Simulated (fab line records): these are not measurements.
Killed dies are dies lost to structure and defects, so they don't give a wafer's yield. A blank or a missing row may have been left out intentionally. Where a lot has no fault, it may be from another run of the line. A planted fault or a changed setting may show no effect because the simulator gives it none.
One fault seen from 3 desks ; flow n5Finfet ; numbers are kept per desk, each desk with only its own; the story behind them comes last
Where a reading is given only as a bound, like >300, the bound stands for it, and a mean or a difference that rests on one is marked > or <: the true number lies beyond.

AT THE TOOL OWNER'S DESK: pecvd-03
The tool's own readings at N5_BEOL_M0_SAQP_PECVD_96 (deposits a-Si from SiH4/He, target thk 45 nm, time 45.2 s): means of the sampled wafers that have a number, for each lot that ran on this tool. Any lot whose mean is over 4 standard deviations away from the usual mean is out of limits and marked OUT; that distance is given in the brackets.
Columns: A = chamberPressureTorr at N5_BEOL_M0_SAQP_PECVD_96, usual 3.000 Torr; B = heaterPowerW at N5_BEOL_M0_SAQP_PECVD_96, usual 623 W; C = rfFwdPowerW at N5_BEOL_M0_SAQP_PECVD_96, usual 99.0 W; D = showerheadPlenumPTorr at N5_BEOL_M0_SAQP_PECVD_96, usual 5.70 Torr; E = throttleValvePct at N5_BEOL_M0_SAQP_PECVD_96, usual 18.4 %
lot;first seen here;A;B;C;D;E
L821;day 5 10:29;2.997;603;99.1;5.75;18.7
L823;day 6 02:04;2.997;645;99.2;5.77;18.9
L838;day 9 18:25;3.000;637;98.8;5.77;19.1
L840;day 10 07:02;2.999;593;99.2;5.77;19.4
Finding of this desk: none of the 4 lots has anything out of limits.

THE DEFECT DESK
Lot by lot, what the route's inspections counted, given as the mean of those sampled wafers with a number. Any lot whose mean is over 4 standard deviations away from the usual mean is out of limits and marked OUT; that distance is given in the brackets.
Columns: A = rawDefectCount at N5_BEOL_M0_SAQP_INSPECT_16, usual 496; B = rawDefectCount at N5_BEOL_M0_SAQP_INSPECT_42, usual 294; C = rawDefectCount at N5_BEOL_M0_CUTY_INSPECT_59, usual 2.0
lot;first seen here;A;B;C
L821;day 5 11:05;459;313;2.7
L823;day 6 02:39;626;341;2.7
L829;day 7 16:13;745;443;2.0
L838;day 9 19:05;1088 (+4.9) OUT;835 (+7.2) OUT;>300 (+99 or more) OUT
L840;day 10 08:00;1058 (+4.7) OUT;882 (+7.8) OUT;>300 (+99 or more) OUT
L841;day 10 11:08;537;281;1.7
L842;day 10 17:48;468;365;1.0
L843;day 11 00:16;440;315;1.7
Finding of this desk: L838, L840 out of limits; the first was L838 at day 9 19:05, on rawDefectCount at N5_BEOL_M0_SAQP_INSPECT_16. In limits: L821, L823, L829, L841, L842, L843.

THE METROLOGY DESK
Means of the sampled wafers that have a number, per lot and without regard to the tool the lot ran on: this is what the gauges read. Any lot whose mean is over 4 standard deviations away from the usual mean is out of limits and marked OUT; that distance is given in the brackets. Of its 10 readings 7 are shown: those that lie furthest out on some lot.
Columns: A = DIBL_N at N5_BEOL_M4_RC_MEAS_101, usual 35.8 mV/V; B = DIBL_P at N5_BEOL_M4_RC_MEAS_101, usual 36.0 mV/V; C = IOFF_N at N5_BEOL_M4_RC_MEAS_101, usual 0.153 nA/um; D = IOFF_P at N5_BEOL_M4_RC_MEAS_101, usual 0.21 nA/um; E = ION_P at N5_BEOL_M4_RC_MEAS_101, usual 462 uA/um; F = VT_N at N5_BEOL_M4_RC_MEAS_101, usual 250 mV; G = VT_P at N5_BEOL_M4_RC_MEAS_101, usual -250 mV
lot;first seen here;A;B;C;D;E;F;G
L821;day 8 01:25;36.2;37.2;0.171;0.23;472;248;-248
L823;day 8 23:57;36.7;38.9;0.174;0.29;473;249;-242
L829;day 9 19:12;34.9;33.8;0.123;0.17;453;255;-253
L838;day 12 11:53;35.8;36.7;0.157;0.20;459;250;-251
L841;day 12 21:25;35.0;36.2;0.161;0.22;463;250;-247
L840;day 13 01:37;36.2;36.2;0.156;0.20;461;252;-251
L842;day 13 14:24;38.0;38.7;0.160;0.22;462;250;-250
L843;day 13 14:36;34.9;34.1;0.139;0.18;461;252;-253
Finding of this desk: none of the 8 lots has anything out of limits.

TAKEN TOGETHER
The defect desk could have raised an alarm at day 9 19:05, on L838, L840.
Nothing out of limits was seen by the tool owner's desk.
At the metrology desk, nothing out of limits was observed.
The tool owner's desk has L838, L840 on record, within its limits.
The metrology desk has L838, L840 on record, within its limits.
The lots listed all ran N5_BEOL_M0_SAQP_PECVD_96 on pecvd-03.

WHAT THE SIMULATOR HAD PUT IN
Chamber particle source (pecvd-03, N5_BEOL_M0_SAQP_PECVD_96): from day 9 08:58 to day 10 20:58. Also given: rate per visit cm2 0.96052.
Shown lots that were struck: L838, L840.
Hours from the fault's start to each desk's first reading out of limits: the defect desk, 10.
